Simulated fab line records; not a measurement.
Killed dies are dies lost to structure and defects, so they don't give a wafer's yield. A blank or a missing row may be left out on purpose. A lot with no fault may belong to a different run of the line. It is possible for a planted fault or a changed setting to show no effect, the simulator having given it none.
Matching of chambers + flow nand-harc + 4 sister chambers for NHARC_A_CONTACT_ALD_18 on ald-metal-04
The step deposits TiN, target thk 3 nm, pulse time 1 s, ald cycles 150. 8 wafers are shown with their chamber, then 8 later ones without.

## WAFERS, EACH WITH ITS CHAMBER
| wafer  | chamber | heater-power-w (W) | precursor-pulse-height-rel |
|--------|---------|--------------------|----------------------------|
| L083.3 | 3       | 1090               | 0.982                      |
| L083.4 | 0       | 1124               | 1.000                      |
| L086.1 | 3       | 1099               | 1.005                      |
| L086.5 | 2       | 1017               | 0.980                      |
| L089.3 | 1       | 1224               | 0.985                      |
| L089.4 | 2       | 1022               | 0.978                      |
| L089.5 | 0       | 1143               | 1.036                      |
| L088.1 | 1       | 1226               | 0.994                      |

## WAFERS WITHOUT THEIR CHAMBER
| wafer  | heater-power-w (W) | precursor-pulse-height-rel |
|--------|--------------------|----------------------------|
| L088.3 | 995                | 0.980                      |
| L088.6 | 1086               | 1.010                      |
| L091.4 | 1078               | 0.982                      |
| L091.5 | 1138               | 0.992                      |
| L091.6 | 1221               | 1.034                      |
| L095.2 | 1236               | 1.021                      |
| L095.3 | 1138               | 1.024                      |
| L095.4 | 996                | 0.998                      |

## CHAMBER TAKEN BY EACH
| wafer  | from the rows above | in truth |
|--------|---------------------|----------|
| L088.3 | 2                   | 2        |
| L088.6 | 3                   | 3        |
| L091.4 | 3                   | 3        |
| L091.5 | 0                   | 0        |
| L091.6 | 1                   | 1        |
| L095.2 | 1                   | 1        |
| L095.3 | 0                   | 0        |
| L095.4 | 2                   | 2        |
Correctly placed: 8 of 8. Number that these rows cannot place: 0. Number placed wrongly: 0.
How it was worked out, from the rows above alone: a wafer's distance from a chamber is the root of the sum, over the readings, of the square of ((its reading less the chamber's mean) divided by the reading's scatter). The wafer belongs to the nearest chamber; if the next one is less than 2 further off, it can't be placed. A chamber's mean is the mean of its shown wafers. The scatter: take each reading less its chamber's mean, square it, sum over the shown wafers, divide by the number of wafers less the number of chambers, and take the root.
